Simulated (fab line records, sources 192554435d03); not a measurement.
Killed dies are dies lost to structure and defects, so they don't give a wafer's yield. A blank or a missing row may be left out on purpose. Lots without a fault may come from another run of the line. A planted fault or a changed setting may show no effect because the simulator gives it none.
A struck lot beside a sound one | flow n5_finfet | 34 steps out of a route of 1938
Sound: wafers L326.1, L326.2, L326.3. Struck: wafer L342.4. (L342.2, L342.5 of the same lot were not struck and are left out.) The cause comes at the end.
At each step with rows: each side's tool, then ch and its chambers, then its first start. Under that, the readings that differ: sound wafers | struck wafers | difference of the means | sigmas: that difference in standard deviations of wafers without a fault.
alike: readings whose means differ by less than 2 such deviations, and words and numbers that are the same on both sides. not compared: withheld readings, readings that some wafer has no value for, bounds like >300 that may hide the same value, and numbers for which the record gives no deviation and whose values overlap.
The two part at a step that has a row with sigmas, a row that says differs or no value, or rows on one side only. Numbers that don't overlap but have no deviation are shown without sigmas and don't part them. A reading that every wafer of one side lacks parts them only if that side has two wafers or more.

first, 9 steps without rows for these wafers: N5_SD_EPI_P_DEVELOP_08 (develop time 30 s); N5_SD_EPI_P_DESCUM_14 (chemistry O2, time 7.9 s); N5_SD_EPI_P_ETCH_36 (etches SiARC in CF4, target depth 45.5 nm, time 75.8 s); N5_SD_EPI_P_ETCH_37 (etches SOC in N2/H2, overetch 108 nm, time 486 s); N5_SD_EPI_P_STRIP_38 (strips in N2/H2); N5_SD_EPI_P_ETCHBACK_46 (etches SiNx in CH3F/O2, stops on SiO2, target depth 17.5 nm); N5_SD_EPI_P_ETCH_47 (etches SiOCN in CH3F/O2, target depth 25 nm); N5_SD_EPI_P_ETCH_16 (etches SiO2 in CHF3/O2, target depth 5 nm); N5_SD_EPI_P_STRIP_50 (strips in CHF3/O2).
N5_SD_EPI_P_SD_RECESS_17: chemistry HBr/Cl2/O2, target depth 39.1 nm, bt time 3 s.
  sound on rie_si-05 ch 0,1,3, day 4 02:18; struck on rie_si-05 ch 0, day 8 00:20
  reading                              | sound             | struck | difference | sigmas
  mfc_cl2_sccm (sccm)                  | 79.88 79.93 79.73 | 80.46  | +0.61      | +2
  model.etch.depth_nm (nm)             | 39.8 39.35 39.34  | 32.63  | -6.87      |
  model.SD_EPI_P.feature_depth_nm (nm) | 39.8 39.4 39.4    | 32.6   | -6.9       |
  alike: HBr_flow_sccm, drypump_motor_current_A, oes_product_au, throttle_valve_pct
  not compared: rf_hours_counter_h
then, 22 steps without rows for these wafers: N5_SD_EPI_P_WET_ETCH_45 (etches SiO2 in dHF, time 10.7 s, target depth 2 nm, rinse time 30 s); N5_SD_EPI_P_STRIP_40 (strips in N2/H2); N5_SD_EPI_P_PRECLEAN_52 (cleans in O3/DIW, time 60 s); N5_SD_EPI_P_SRD_20 (time 30 s); N5_SD_EPI_P_PRECLEAN_51 (cleans in NF3:NH3, afs cycles 1, time 20 s, sublimation time 60 s); N5_SD_EPI_P_VAPOR_ETCH_44 (etches SiGe30 in NF3/Ar, time 3.3 s); N5_SD_EPI_P_EPI_21 (deposits SiGe:B, time 355 s); N5_SD_EPI_P_HM_STRIP_48 (strips SiNx in H3PO4, material SiNx, target depth 3 nm); N5_SD_EPI_P_SRD_49 (time 30 s); N5_SD_EPI_P_PRECLEAN_24 (cleans in O3/DIW, time 45 s); N5_SD_EPI_P_PRECLEAN_32 (cleans in dHF, time 10 s); N5_SD_EPI_P_PRECLEAN_33 (cleans in SC2, time 45 s); N5_SD_EPI_P_SRD_25 (time 30 s); N5_SD_ACTIVATION_RTA_00 (time 0 s); N5_SD_ACTIVATION_LSA_01 (time 0.0008 s); N5_ILD0_LINER_00 (material SiNx, target thk 4 nm, pulse time 1 s, purge time 2 s); N5_ILD0_FCVD_FILL_01 (material SiO2 flowable, target thk 200 nm, time 328.3 s); N5_ILD0_CURE_02 (time 1800 s); N5_ILD0_CMP_03 (polishes, stops on SiNx, t overpolish 1.9 s, target thk 197.38 nm); N5_ILD0_CMP_07 (polishes SiO2 flowable, stops on poly-Si, t overpolish 1.18 s, target thk 138.88 nm); N5_ILD0_PRECLEAN_10 (cleans in NF3:NH3, afs cycles 5, time 20 s, sublimation time 60 s); N5_ILD0_ALD_15 (deposits SiNx, target thk 24 nm, pulse time 1 s, ald cycles 480).
-- the record jumps here: 5 days lie between the struck wafers' starts before and after (it left off in module ILD0 and takes up again in module BEOL_M4, whose first step shown is number 1111 of the route) --
N5_BEOL_M4_RC_MEAS_101:
  sound on prober-01 ch 0, day 8 19:41; struck on prober-02 ch 0, day 12 21:04
  reading         | sound          | struck | difference | sigmas
  CJ_P            | 6.02 5.83 5.82 | 4.33   | -1.56      | -12
  ION_P (uA/um)   | 460 471 468    | 436    | -30        | -4
  REXT_P (ohm.um) | 95.0 94.2 94.5 | 108.1  | +13.5      | +5
  alike: DIBL_N, DIBL_P, IOFF_N, IOFF_P, ION_N, SS_N, SS_P, VT_N, VT_P
-- the record jumps here: 4 days lie between the struck wafers' starts before and after (it left off in module BEOL_M4 and takes up again in module PASSIVATION, whose first step shown is number 1936 of the route) --
N5_PASSIVATION_PROBE_49:
  sound on prober-02, day 13 10:24; struck on prober-01, day 17 02:53
  reading              | sound | struck | difference | sigmas
  sort_bin_8_speed (%) | 0 0 0 | 2.88   | +2.88      |
  alike: defect_limited_yield, killed_at_M0_to_M3, killed_at_M4_up, killed_at_contacts, killed_at_front_end, killed_at_other, killed_dies, killed_on_rim, killed_open, killed_short, sort_bin_5_function, sort_bin_6_memory, sort_n_pass, sort_yield_pct

WHERE THEY PART
First at N5_SD_EPI_P_SD_RECESS_17; last, within this record, at N5_BEOL_M4_RC_MEAS_101. Later steps at which nothing parts them and some readings are alike: N5_PASSIVATION_PROBE_49.

WHY: what the simulator had put in
Process parameter drift: rie_si-05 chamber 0, from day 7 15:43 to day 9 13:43, at N5_SD_EPI_P_SD_RECESS_17. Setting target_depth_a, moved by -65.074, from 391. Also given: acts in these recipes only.
